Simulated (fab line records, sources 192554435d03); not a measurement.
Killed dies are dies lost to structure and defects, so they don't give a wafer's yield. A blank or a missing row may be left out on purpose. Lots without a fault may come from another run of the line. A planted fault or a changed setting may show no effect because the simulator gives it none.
fab line records | flow n5_finfet
record lots=7 wafers=19 last_day=18
route steps=1938 shown BEOL_M3@1009 BEOL_M4@1021
lots that met no fault: from a run of the same line without faults
start_h: hours from the record's first day to the start of the lot's first wafer shown | wait_h: hours since the lot's step before | " the same as in the row above | L1.1+2: a row that stands for several wafers | - no value, or no start given | * or withheld: withheld | < > ~ a bound
route shown NAME@n: a module of which the file shows steps, and the number in the route of the first | usual: mean/standard deviation of fault-free wafers | same: alike in all rows | chamber/n: place in a boat | sites: the reading at each site | _std_site: their standard deviation | _edge_site: outer sites' mean less inner sites' | radius_mm: how far each site lies from the wafer's centre | mask NAME#n: copy n | behind: the tool/chamber that last shaped the wafer | hold: why the lot was held/for how many hours/how that ended | device: the transistor (n, p or np) that didn't switch | end of line: the same wafers' tests at the end of the route | a step without rows: its recipe alone | killed: dies lost to structure and defects at the first sort, not the wafer's yield | map: a wafer's dies, x killed, . not, _ none there
set.NAME: the setting as run; set.NAME@STEP: as run at that earlier step | model.NAME: the simulator's own value behind a step, which no gauge read
lots at some steps of the route; a table a step, a row a wafer
services: from which hour (start_h, from the record's first day; less than 0 if before it) a tool's chamber was out of use, for how many hours, and why
## steps
# step N5_BEOL_M3_ANNEAL_95
# recipe temp_c=400 time_s=240 ambient=vacuum
# step N5_BEOL_M3_SPUTTER_96
# recipe material=Cu target_thk_a=45 temp_c=-20 chamber_pressure_pa=0.07 power_w=withheld time_s=8.29
# step N5_BEOL_M3_ECD_50
# recipe material=Cu target_thk_a=3000
# step N5_BEOL_M3_ANNEAL_51
# recipe temp_c=225 time_s=90 ambient=N2
# usual anneal_temp_c=225.02/0.18 wafer_temp_C_max=226.13/0.29
# columns lot.wafer tool chamber start_h wait_h anneal_temp_c wafer_temp_C_max
L765.2 rtp_anneal-01 0 182.27 0.1 224.95 226.23
L765.3 " 0 " " 224.77 226.54
L765.6 " 0 " " 224.82 225.66
L766.1 rtp_anneal-01 0 185.09 0.1 225.24 226.58
L766.2 " 0 " " 224.98 226.78
L766.5 " 0 " " 224.86 226.48
L768.4 rtp_anneal-01 0 188.75 0.2 224.76 226.68
L768.6 " 0 " " 224.86 226.63
L776.1 rtp_anneal-02 0 262.28 0.1 224.65 225.49
L776.3 " 0 " " 224.74 225.83
L776.5 " 0 " " 224.77 225.92
L777.2 rtp_anneal-02 0 263.14 0.1 225.00 225.67
L777.4 " 0 " " 225.09 225.98
L777.6 " 0 " " 225.18 225.88
L780.3 rtp_anneal-01 0 291.03 0.1 224.99 226.38
L780.4 " 0 " " 224.86 226.84
L780.5 " 0 " " 224.79 225.95
L784.1 rtp_anneal-01 0 294.50 0.1 224.73 226.04
L784.5 " 0 " " 224.86 226.31
# step N5_BEOL_M3_CMP_52
# recipe stop_on=SiOC t_overpolish_s=6.8 down_force_psi=1 platen_rpm=50 clearing_platen_down_force_psi=1.5 clearing_platen_rpm=50 post_cmp_clean=cu_alkaline target_thk_nm=40 clearing_platen_pad_velocity_m_s=0.99484 pad_velocity_m_s=0.99484
# step N5_BEOL_M3_THK_MEAS_53
# recipe thk_meas_gauge=xrf reads=Cu_of_BEOL_M3_ECD_50
# usual M3_THK=40.3/2
# columns lot.wafer tool chamber start_h wait_h M3_THK[nm]
L765.2 film_metro-01 - 182.82 - 42.5
L765.3 " - " " 35.9
L765.6 " - " " 43.9
L766.1 film_metro-02 - 185.68 - 38.8
L766.2 " - " " 41.5
L766.5 " - " " 41.2
L768.4 film_metro-01 - 189.22 - 39.0
L768.6 " - " " 41.2
L776.1 film_metro-02 - 262.87 - 39.2
L776.3 " - " " 38.3
L776.5 " - " " 41.8
L777.2 film_metro-02 - 263.68 - 40.2
L777.4 " - " " 42.0
L777.6 " - " " 40.6
L780.3 film_metro-01 - 291.53 - 41.6
L780.4 " - " " 41.6
L780.5 " - " " 41.7
L784.1 film_metro-01 - 295.09 - 39.7
L784.5 " - " " 39.9
# step N5_BEOL_M3_PRE_CLEAN_60
# recipe gas=NH3/H2 time_s=15 temp_c=* rf_power_w=300
# usual heater_power_w=90/21
# columns lot.wafer tool chamber start_h wait_h heater_power_w
L765.2 cvd_co-01 1 182.85 0.0 70
L765.3 " 0 " " 104
L765.6 " 0 " " 105
L766.1 cvd_co-01 1 185.72 0.0 69
L766.2 " 0 " " 102
L766.5 " 0 " " 102
L768.4 cvd_co-01 2 189.28 0.1 102
L768.6 " 0 " " 101
L776.1 cvd_co-02 1 262.91 0.0 59
L776.3 " 0 " " 115
L776.5 " 2 " " 89
L777.2 cvd_co-01 1 263.72 0.0 70
L777.4 " 2 " " 106
L777.6 " 0 " " 106
L780.3 cvd_co-01 2 291.57 0.0 106
L780.4 " 2 " " 105
L780.5 " 0 " " 104
L784.1 cvd_co-01 1 295.13 0.0 69
L784.5 " 2 " " 105
# step N5_BEOL_M3_CO_CAP_55
# recipe material=Co target_thk_a=20 temp_c=200 precursor=CCTBA/H2 pressure_torr=30 time_s=102.1
# usual heater_power_w=242/26
# columns lot.wafer tool chamber start_h wait_h heater_power_w
L765.2 cvd_co-01 1 182.89 0.0 215
L765.3 " 0 " " 257
L765.6 " 0 " " 260
L766.1 cvd_co-01 1 185.76 0.0 212
L766.2 " 0 " " 261
L766.5 " 0 " " 264
L768.4 cvd_co-01 2 189.33 0.0 261
L768.6 " 0 " " 257
L776.1 cvd_co-02 1 262.95 0.0 209
L776.3 " 0 " " 275
L776.5 " 2 " " 239
L777.2 cvd_co-01 1 263.76 0.0 217
L777.4 " 2 " " 262
L777.6 " 0 " " 249
L780.3 cvd_co-01 2 291.61 0.0 256
L780.4 " 2 " " 262
L780.5 " 0 " " 258
L784.1 cvd_co-01 1 295.17 0.0 221
L784.5 " 2 " " 256
# step N5_BEOL_M3_PRE_CLEAN_56
# recipe gas=NH3 time_s=15 temp_c=withheld rf_power_w=300
# step N5_BEOL_M3_DEP_57
# recipe material=SiCN target_thk_a=80 temp_c=withheld precursor=3MS/NH3 pressure_torr=3 rf_w=202 time_s=14
# step N5_BEOL_M3_RS_MEAS_58
# recipe thk_meas_gauge=four-point-probe reads=Co_of_BEOL_M3_CO_CAP_55+Cu_of_BEOL_M3_ECD_50+Co_of_BEOL_M3_CVD_47+TaN_of_BEOL_M3_ALD_84
# usual M3_RS=0.66/0.043
# columns lot.wafer tool chamber start_h wait_h M3_RS[ohm/sq]
L765.2 film_metro-01 - 183.08 0.1 0.61
L765.3 " - " " 0.76
L765.6 " - " " 0.59
L766.1 film_metro-01 - 185.94 0.0 0.70
L766.2 " - " " 0.64
L766.5 " - " " 0.64
L768.4 film_metro-01 - 189.49 0.0 0.69
L768.6 " - " " 0.64
L776.1 film_metro-01 - 263.13 0.0 0.68
L776.3 " - " " 0.71
L776.5 " - " " 0.63
L777.2 film_metro-01 - 263.94 0.1 0.66
L777.4 " - " " 0.63
L777.6 " - " " 0.65
L780.3 film_metro-01 - 291.79 0.1 0.63
L780.4 " - " " 0.63
L780.5 " - " " 0.62
L784.1 film_metro-01 - 295.35 0.0 0.67
L784.5 " - " " 0.67
# step N5_BEOL_M3_INSPECT_59
# recipe inspect_instrument=darkfield mode=post_dep
# usual raw_defect_count=71/23
# columns lot.wafer tool chamber start_h wait_h raw_defect_count
L765.2 defect_inspect-01 - 183.10 0.0 58
L765.3 " - " " 45
L765.6 " - " " 34
L766.1 defect_inspect-02 - 185.96 0.0 66
L766.2 " - " " 73
L766.5 " - " " 64
L768.4 defect_inspect-02 - 189.51 0.0 65
L768.6 " - " " 39
L776.1 defect_inspect-01 - 263.16 0.0 85
L776.3 " - " " 55
L776.5 " - " " 85
L777.2 defect_inspect-01 - 263.97 0.0 72
L777.4 " - " " 76
L777.6 " - " " 109
L780.3 defect_inspect-01 - 291.82 0.0 57
L780.4 " - " " 68
L780.5 " - " " 59
L784.1 defect_inspect-02 - 295.38 0.0 60
L784.5 " - " " 82
# step N5_BEOL_M4_ILD_DEP_00
# recipe material=SiOC target_thk_a=790 temp_c=350 precursor=DEMS/O2 pressure_torr=5 rf_w=500 time_s=15.3
# usual heater_power_w=487/61 showerhead_plenum_p_Torr=5.697/0.017 throttle_valve_pct=11.9/0.41
# columns lot.wafer tool chamber start_h wait_h heater_power_w showerhead_plenum_p_Torr throttle_valve_pct model.SiOC_of_BEOL_M4_ILD_DEP_00.thk_nm
L765.2 pecvd-03 1 183.14 0.0 433 5.667 12.2 77.4
L765.3 " 0 " " 456 5.686 11.7 78
L765.6 " 1 " " 424 5.669 12.5 22
L766.1 pecvd-03 0 186.00 0.0 461 5.692 11.5 21.8
L766.2 " 2 " " 485 5.703 12.0 79.2
L766.5 " 1 " " 490 5.665 12.4 79.6
L768.4 pecvd-03 1 189.56 0.1 436 5.670 12.3 78.4
L768.6 " 0 " " 446 5.681 11.8 23
L776.1 pecvd-04 2 263.19 0.0 564 5.703 11.8 78.6
L776.3 " 0 " " 583 5.698 11.9 77.8
L776.5 " 1 " " 395 5.700 12.7 78
L777.2 pecvd-03 1 264.01 0.0 492 5.665 12.4 78.2
L777.4 " 0 " " 420 5.691 11.7 80.4
L777.6 " 1 " " 500 5.670 12.4 79.8
L780.3 pecvd-04 0 291.85 0.0 605 5.703 11.8 76.8
L780.4 " 0 " " 611 5.710 11.9 78.6
L780.5 " 2 " " 537 5.714 11.7 78.8
L784.1 pecvd-01 2 295.41 0.0 510 5.699 11.6 77.2
L784.5 " 1 " " 537 5.707 11.1 78.8
# step N5_BEOL_M4_THK_MEAS_01
# recipe reads=SiOC_of_BEOL_M4_ILD_DEP_00
# usual M4_ILD_THK=78.7/1.1
# columns lot.wafer tool chamber start_h wait_h M4_ILD_THK[nm]
L765.2 film_metro-01 - 183.21 0.1 77.4
L765.3 " - " " 78.0
L765.6 " - " " 22.0
L766.1 film_metro-01 - 186.07 0.0 21.9
L766.2 " - " " 79.2
L766.5 " - " " 79.6
L768.4 film_metro-02 - 189.62 0.0 78.3
L768.6 " - " " 23.1
L776.1 film_metro-01 - 263.26 0.0 78.7
L776.3 " - " " 77.9
L776.5 " - " " 78.0
L777.2 film_metro-02 - 264.07 0.1 78.3
L777.4 " - " " 80.3
L777.6 " - " " 79.8
L780.3 film_metro-01 - 291.92 0.1 76.7
L780.4 " - " " 78.6
L780.5 " - " " 78.9
L784.1 film_metro-02 - 295.48 0.0 77.2
L784.5 " - " " 78.8
# step N5_BEOL_M4_PECVD_72
# recipe material=SiO2 target_thk_a=160 temp_c=400 precursor=TEOS/O2 pressure_torr=5.5 rf_w=450 teos_flow_sccm=53.8 gas=O2 flow_sccm=3000 time_s=18
# step N5_BEOL_M4_HM_DEP_02
# recipe material=TiN target_thk_a=200 temp_c=25 chamber_pressure_pa=0.49996
# step N5_BEOL_M4_COAT_61
# recipe resist=SOC temp_c=250 time_s=60 spin_rpm=1500 resist_thk_nm=60
# step N5_BEOL_M4_COAT_62
# recipe resist=SiARC temp_c=220 time_s=60 spin_rpm=1500 resist_thk_nm=12
# step N5_BEOL_M4_COAT_73
# recipe resist=underlayer temp_c=205 time_s=60 spin_rpm=1500 resist_thk_nm=5
# step N5_BEOL_M4_COAT_05
# recipe resist=CAR-EUV spin_rpm=1500 resist_thk_nm=30
# step N5_BEOL_M4_EBR_07
# recipe solvent=PGMEA ebr_width_mm=1.5
# step N5_BEOL_M4_SOFTBAKE_06
# recipe temp_c=110 time_s=60 resist=CAR-EUV
# step N5_BEOL_M4_EXPOSE_08
# recipe mask_id=M4 na=0.33 source_shape=dipole sigma_inner=0.369 sigma_outer=0.767 polarization=unpolarized dose_mj=41.25
# step N5_BEOL_M4_PEB_09
# recipe peb_temp_c=100 peb_time_s=60 resist=CAR-EUV
# step N5_BEOL_M4_DEVELOP_10
# recipe develop_time_s=30 developer=TMAH resist=CAR-EUV rinse_liquid=surfactant_rinse dry=air_spin dev_temp_c=23
# step N5_BEOL_M4_CD_MEAS_11
# recipe target_cd_nm=16.79 landing_energy_ev=500 detector=se_inlens polarity=opening
# usual cd_nm=16.9/0.36
# columns lot.wafer tool chamber start_h wait_h cd_nm
L765.2 cd_sem-02 0 185.53 - 16.4
L765.3 " 0 " " 16.7
L765.6 " 0 " " 16.9
L766.1 cd_sem-02 0 186.56 - 16.7
L766.2 " 0 " " 16.6
L766.5 " 0 " " 16.6
L768.4 cd_sem-02 0 191.72 - 17.2
L768.6 " 0 " " 16.9
L776.1 cd_sem-02 0 265.98 - 16.7
L776.3 " 0 " " 17.0
L776.5 " 0 " " 17.4
L777.2 cd_sem-03 0 268.21 - 17.1
L777.4 " 0 " " 17.3
L777.6 " 0 " " 16.6
L780.3 cd_sem-02 0 295.31 - 17.0
L780.4 " 0 " " 17.3
L780.5 " 0 " " 16.9
L784.1 cd_sem-03 0 296.44 - 16.8
L784.5 " 0 " " 16.7
# step N5_BEOL_M4_OVL_MEAS_12
# recipe points_per_wafer=522
# usual M4_OVL=-0.4/0.74
# columns lot.wafer tool chamber start_h wait_h M4_OVL[nm]
L765.2 overlay-02 0 185.57 0.0 -0.7
L765.3 " 0 " " -1.3
L765.6 " 0 " " -0.9
L766.1 overlay-01 0 186.59 0.0 0.9
L766.2 " 0 " " 1.2
L766.5 " 0 " " 0.4
L768.4 overlay-01 0 191.77 0.0 0.2
L768.6 " 0 " " -0.1
L776.1 overlay-01 0 266.01 0.0 0.0
L776.3 " 0 " " -1.0
L776.5 " 0 " " -1.0
L777.2 overlay-02 0 268.25 0.0 -0.7
L777.4 " 0 " " -0.5
L777.6 " 0 " " -1.0
L780.3 overlay-02 0 295.35 0.0 -0.5
L780.4 " 0 " " -0.7
L780.5 " 0 " " -0.4
L784.1 overlay-01 0 296.47 0.0 0.7
L784.5 " 0 " " 1.2
# step N5_BEOL_M4_INSPECT_13
# recipe mode=adi inspect_instrument=brightfield
# usual raw_defect_count=388/82
# columns lot.wafer tool chamber start_h wait_h raw_defect_count
L765.2 defect_inspect-02 - 185.62 0.0 351
L765.3 " - " " 334
L765.6 " - " " 339
L766.1 defect_inspect-01 - 186.64 0.1 340
L766.2 " - " " 455
L766.5 " - " " 357
L768.4 defect_inspect-01 - 191.81 0.0 474
L768.6 " - " " 485
L776.1 defect_inspect-02 - 266.06 0.1 384
L776.3 " - " " 241
L776.5 " - " " 451
L777.2 defect_inspect-02 - 268.30 0.0 319
L777.4 " - " " 265
L777.6 " - " " 497
L780.3 defect_inspect-01 - 295.39 0.0 400
L780.4 " - " " 403
L780.5 " - " " 470
L784.1 defect_inspect-01 - 296.53 0.1 316
L784.5 " - " " 386
# step N5_BEOL_M4_DESCUM_16
# recipe chemistry=O2 time_s=7 source_power_w=50 bias_power_w=20 pressure_mtorr=20 rf_frequency_hz=2.712e+07 temp_c=40 resist=CAR-EUV o2_flow_sccm=225
# usual drypump_motor_current_A=5.7/0.42 oes_product_au=0.84/0.096 rf_vpp_V=243.6/1.2 showerhead_plenum_p_Torr=2.12/0.061 temp_c=40.01/0.11 throttle_valve_pct=20.38/0.19
# columns lot.wafer tool chamber start_h wait_h drypump_motor_current_A oes_product_au rf_hours_counter_h rf_vpp_V showerhead_plenum_p_Torr temp_c throttle_valve_pct
L765.2 rie_diel-05 0 185.66 0.0 5.3 0.92 14 242.4 2.06 39.99 20.42
L765.3 " 2 " " 5.7 0.77 127 244.8 2.19 39.78 20.43
L765.6 " 3 " " 6.2 0.69 - 242.2 2.05 40.08 20.50
L766.1 rie_diel-06 3 186.68 0.0 5.7 0.90 25 243.8 2.12 39.96 20.01
L766.2 " 2 " " 6.4 0.92 17 244.0 2.16 39.88 20.36
L766.5 " 1 " " 6.5 0.98 - 243.7 2.14 39.94 20.02
L768.4 rie_diel-05 3 192.02 0.2 6.1 0.68 - 242.9 2.05 40.07 20.50
L768.6 " 0 " " 5.3 0.90 - 241.4 2.06 39.87 20.42
L776.1 rie_diel-04 2 266.10 0.0 5.9 0.79 142 242.9 2.20 40.15 20.60
L776.3 " 1 " " 5.4 0.99 6 243.7 2.15 39.84 20.24
L776.5 " 1 " " 5.4 0.97 - 246.1 2.15 39.99 20.25
L777.2 rie_diel-06 0 268.33 0.0 5.4 0.66 239 242.0 1.98 39.98 20.51
L777.4 " 1 " " 6.5 0.91 30 244.2 2.13 40.11 20.04
L777.6 " 2 " " 6.4 0.87 - 243.8 2.15 39.91 20.39
L780.3 rie_diel-04 0 295.44 0.1 5.3 0.86 35 244.5 2.14 40.08 20.43
L780.4 " 1 " " 5.4 0.95 18 244.1 2.14 40.16 20.26
L780.5 " 0 " " 5.3 0.86 - 244.4 2.14 40.12 20.41
L784.1 rie_diel-04 0 296.57 0.0 5.4 0.85 35 243.6 2.14 40.04 20.44
L784.5 " 2 " " 5.8 0.77 - 243.9 2.19 39.94 20.63
# step N5_BEOL_M4_ETCH_74
# recipe chemistry=N2/H2 target=underlayer target_depth_a=65 mask_material=CAR-EUV time_s=5.2 ion_energy_ev=200 pressure_mtorr=30 source_w=840 bias_w=150 n2_flow_sccm=200 h2_flow_sccm=200 ends=cleared
# step N5_BEOL_M4_ETCH_63
# recipe chemistry=CF4 target=SiARC target_depth_a=156 mask_material=CAR-EUV time_s=26 ion_energy_ev=80 pressure_mtorr=40 source_w=545 bias_w=36 Ar_flow_sccm=100 cf4_flow_sccm=100 ends=cleared
# step N5_BEOL_M4_ETCH_64
# recipe chemistry=N2/H2 target=SOC target_depth_a=750 overetch_a=225 mask_material=SiARC temp_c=40 time_s=121.9 ion_energy_ev=200 pressure_mtorr=30 source_w=840 bias_w=150 n2_flow_sccm=200 h2_flow_sccm=200
# step N5_BEOL_M4_STRIP_65
# recipe chemistry=N2/H2 temp_c=40 n2_flow_sccm=200 h2_flow_sccm=200 rf_frequency_hz=6e+07
# step N5_BEOL_M4_STRIP_75
# recipe chemistry=N2/H2 temp_c=40 n2_flow_sccm=200 h2_flow_sccm=200 rf_frequency_hz=6e+07
# step N5_BEOL_M4_STRIP_66
# recipe chemistry=CF4 resist=SiARC power_w=300 bias_power_w=75 pressure_mtorr=50 cf4_flow_sccm=150 rf_frequency_hz=6e+07
# usual drypump_motor_current_A=5.7/0.41 oes_product_au=0.82/0.093 rf_vpp_V=271.5/1.3 showerhead_plenum_p_Torr=1.82/0.052 throttle_valve_pct=13.51/0.24
# columns lot.wafer tool chamber start_h wait_h drypump_motor_current_A oes_product_au rf_hours_counter_h rf_vpp_V showerhead_plenum_p_Torr throttle_valve_pct
L765.2 rie_diel-05 0 185.87 0.0 5.3 0.90 14 271.5 1.76 13.30
L765.3 " 2 " " 5.7 0.76 127 272.7 1.89 13.69
L765.6 " 3 " " 6.2 0.68 - 271.8 1.77 13.86
L766.1 rie_diel-06 3 186.89 0.0 5.7 0.87 25 272.2 1.84 13.27
L766.2 " 2 " " 6.4 0.93 17 273.0 1.83 13.24
L766.5 " 1 " " 6.5 0.95 - 272.4 1.86 13.22
L768.4 rie_diel-05 3 192.22 0.0 6.1 0.67 - 270.7 1.77 13.86
L768.6 " 0 " " 5.4 0.90 - 269.8 1.76 13.31
L776.1 rie_diel-04 2 266.31 0.0 5.8 0.77 142 272.3 1.88 13.77
L776.3 " 1 " " 5.4 0.94 6 271.9 1.85 13.33
L776.5 " 1 " " 5.4 0.94 - 271.5 1.85 13.33
L777.2 rie_diel-06 0 268.55 0.0 5.3 0.67 239 268.6 1.70 13.84
L777.4 " 1 " " 6.5 0.89 30 273.5 1.85 13.29
L777.6 " 2 " " 6.4 0.88 - 271.9 1.82 13.31
L780.3 rie_diel-04 0 295.66 0.0 5.3 0.87 35 270.0 1.81 13.41
L780.4 " 1 " " 5.4 0.91 18 270.5 1.84 13.34
L780.5 " 0 " " 5.3 0.87 - 270.8 1.81 13.44
L784.1 rie_diel-04 0 296.78 0.0 5.3 0.86 35 272.4 1.82 13.44
L784.5 " 2 " " 5.8 0.76 - 272.8 1.88 13.81
# step N5_BEOL_M4_HM_OPEN_17
# recipe chemistry=Cl2/BCl3 target_depth_a=200 overetch_a=60 target=TiN mask_material=SOC ion_energy_ev=150 pressure_mtorr=10 icp_w=1000 bias_w=126 Cl2_flow_sccm=53.25 bcl3_flow_sccm=21.75 Ar_flow_sccm=25
# step N5_BEOL_M4_STRIP_19
# recipe chemistry=O2 power_w=400 temp_c=40 pressure_mtorr=30 rf_frequency_hz=6e+07 bias_power_w=0 overash_fraction=0.2 o2_flow_sccm=225
# step N5_BEOL_M4_CD_MEAS_18
# recipe pitch_nm=36 target_cd_nm=18
# usual cd_nm=18.2/0.48
# columns lot.wafer tool chamber start_h wait_h cd_nm
L765.2 cd_sem-01 - 186.15 0.1 17.6
L765.3 " - " " 17.6
L765.6 " - " " 17.9
L766.1 cd_sem-01 - 187.12 0.0 17.9
L766.2 " - " " 18.4
L766.5 " - " " 17.7
L768.4 cd_sem-02 - 192.63 0.1 17.9
L768.6 " - " " 17.8
L776.1 cd_sem-02 - 266.58 0.0 17.7
L776.3 " - " " 18.8
L776.5 " - " " 18.7
L777.2 cd_sem-03 - 268.97 0.1 18.2
L777.4 " - " " 18.0
L777.6 " - " " 17.9
L780.3 cd_sem-01 - 296.00 0.1 18.7
L780.4 " - " " 19.0
L780.5 " - " " 18.4
L784.1 cd_sem-02 - 297.00 0.0 18.7
L784.5 " - " " 17.9
# step N5_BEOL_M4_COAT_67
# recipe resist=SOC temp_c=250 time_s=60 spin_rpm=1500 resist_thk_nm=60
# step N5_BEOL_M4_COAT_68
# recipe resist=SiARC temp_c=220 time_s=60 spin_rpm=1500 resist_thk_nm=12
# step N5_BEOL_M4_COAT_76
# recipe resist=underlayer temp_c=205 time_s=60 spin_rpm=1500 resist_thk_nm=5
# step N5_BEOL_M4_COAT_22
# recipe resist=CAR-EUV spin_rpm=1500 resist_thk_nm=30
# step N5_BEOL_M4_CMP_52
# recipe stop_on=SiOC t_overpolish_s=6.8 down_force_psi=1 platen_rpm=50 clearing_platen_down_force_psi=1.5 clearing_platen_rpm=50 post_cmp_clean=cu_alkaline target_thk_nm=40 clearing_platen_pad_velocity_m_s=0.99484 pad_velocity_m_s=0.99484
# usual clearing_platen_rpm=50.000/0.029 motor_current_A=6.0/0.7
# columns lot.wafer tool chamber start_h wait_h clearing_platen_rpm motor_current_A model.SiOC_of_BEOL_M4_ILD_DEP_00.thk_nm
L765.2 cmp-01 3 195.15 0.2 50.017 5.0 74.4
L765.3 " 1 " " 49.967 7.1 75
L765.6 " 0 " " 50.025 5.4 19
L766.2 cmp-01 0 197.19 0.2 50.012 5.2 76.2
L766.1 " 1 " " 49.979 7.2 18.8
L766.5 " 1 " " 50.032 7.0 76.6
L768.4 cmp-02 1 199.09 0.2 50.079 5.9 75.4
L768.6 " 0 " " 49.969 5.7 20
L777.4 cmp-02 0 283.25 0.2 49.992 6.1 77.4
L777.2 " 1 " " 50.002 5.8 75.2
L777.6 " 0 " " 50.002 6.0 76.8
L776.3 cmp-01 3 283.75 0.2 49.993 5.0 74.8
L776.1 " 2 " " 50.069 6.0 75.6
L776.5 " 3 " " 50.000 4.9 75
L780.3 cmp-02 3 307.63 0.3 49.941 6.5 73.8
L780.4 " 1 " " 49.977 5.9 75.6
L780.5 " 0 " " 50.022 5.9 75.8
L784.1 cmp-03 2 312.53 0.3 49.970 7.3 74.2
L784.5 " 1 " " 50.009 5.8 75.8
# step N5_BEOL_M4_RC_MEAS_101
# usual DIBL_N=36.1/2 DIBL_P=36.3/2.5 IOFF_N=0.16/0.037 IOFF_P=0.21/0.039 ION_N=678/15 ION_P=465/8.7 SS_N=71.4/0.7 SS_P=73.3/0.74 VT_N=249/3.6 VT_P=-250.0/2.9
# columns lot.wafer tool chamber start_h wait_h DIBL_N[mV/V] DIBL_P[mV/V] IOFF_N[nA/um] IOFF_P[nA/um] ION_N[uA/um] ION_P[uA/um] SS_N[mV/dec] SS_P[mV/dec] VT_N[mV] VT_P[mV]
L765.2 prober-01 0 195.98 0.2 37.2 35.3 0.16 0.21 684 466 71.8 73.9 249 -250.5
L765.3 " 0 " " 35.7 33.3 0.12 0.18 671 465 71.1 72.5 255 -252.7
L766.2 prober-02 0 197.96 0.2 36.1 37.4 0.16 0.20 682 467 71.2 73.4 251 -253.5
L766.5 " 0 " " 33.3 34.6 0.12 0.18 668 462 70.1 73.2 255 -254.2
L768.4 prober-02 0 200.09 0.5 38.9 40.3 0.18 0.29 664 462 72.1 74.2 249 -248.7
L777.2 prober-02 0 284.11 0.2 37.8 39.4 0.20 0.21 685 459 71.8 73.6 243 -253.1
L777.4 " 0 " " 35.1 36.4 0.14 0.18 683 468 71.0 73.1 250 -252.0
L777.6 " 0 " " 32.7 32.8 0.12 0.14 663 449 70.2 72.4 252 -257.2
L776.1 prober-02 0 284.88 0.5 37.0 37.8 0.20 0.24 703 472 70.9 73.6 247 -248.4
L776.3 " 0 " " 35.1 32.8 0.14 0.16 672 454 71.0 72.8 254 -252.4
L776.5 " 0 " " 38.4 38.8 0.22 0.26 708 477 72.1 73.6 246 -246.3
L780.3 prober-02 0 308.58 0.3 34.3 35.7 0.13 0.20 681 470 70.7 73.4 254 -250.4
L780.4 " 0 " " 34.2 35.2 0.14 0.20 667 456 70.6 72.8 250 -253.2
L780.5 " 0 " " 38.5 40.9 0.22 0.27 704 481 71.8 73.7 245 -248.8
L784.1 prober-02 0 313.10 0.0 34.4 35.3 0.13 0.20 663 456 70.3 73.5 250 -248.7
L784.5 " 0 " " 32.6 32.2 0.11 0.16 674 474 70.5 72.4 252 -252.8
## services
# columns tool chamber start_h hours kind
pecvd-04 - 160.06 0.3 repair
cmp-02 - 163.44 3.8 pm
rie_diel-05 0 167.07 5.0 repair
rie_diel-04 2 175.54 3.6 repair
rie_diel-05 1 183.42 12.0 repair
cmp-03 - 185.96 4.0 pm
rie_diel-04 0 197.28 - clean
cvd_co-02 - 200.41 6.9 pm
cmp-03 - 202.86 7.1 pm
rie_diel-05 - 205.16 0.7 repair
cvd_co-01 - 207.31 2.8 pm
pecvd-04 1 210.67 3.4 repair
rie_diel-05 - 218.37 0.1 repair
cvd_co-02 2 241.25 7.8 repair
rie_diel-05 3 242.46 40.9 repair
pecvd-03 0 243.03 4.9 repair
pecvd-01 2 245.23 12.9 repair
rie_diel-04 1 252.29 3.0 repair
cmp-03 - 265.10 2.1 repair
cvd_co-02 - 268.00 0.5 repair
rie_diel-06 2 275.94 2.5 repair
cmp-01 - 278.70 4.0 pm
cmp-01 - 284.29 0.9 repair
pecvd-01 1 303.86 4.9 repair
## key
first_sign step=N5_BEOL_M4_THK_MEAS_01 reading=M4_ILD_THK direction=down sigmas=54 usual=78.7 struck=22.3
effect none on later readings
model_effect step=N5_BEOL_M4_ILD_DEP_00 value=SiOC_of_BEOL_M4_ILD_DEP_00.thk_nm without=78.2 struck=22.27
model_effect step=N5_BEOL_M4_CMP_52 value=SiOC_of_BEOL_M4_ILD_DEP_00.thk_nm without=75.2 struck=19.27
met_at N5_BEOL_M4_ILD_DEP_00
struck_wafers L765.6,L766.1,L768.6
later_rows_left_out L765.6,L766.1,L768.6
sort_left_out L765.6,L766.1,L768.6
fault kind=process_parameter_drift tool=pecvd-03 chamber=- onset_h=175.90 steps=N5_BEOL_M4_ILD_DEP_00 channel=time_s offset=* shape=step end_h=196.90 scope=struck_wafers_only acts_in=* stated=*
# sort_left_out: the simulated sort isn't trusted on such a fault, so these wafers' sort isn't shown, and their yield isn't known
# later_rows_left_out: the simulator's readings of these wafers behind a module that went badly wrong aren't trusted and aren't shown, but for the sort
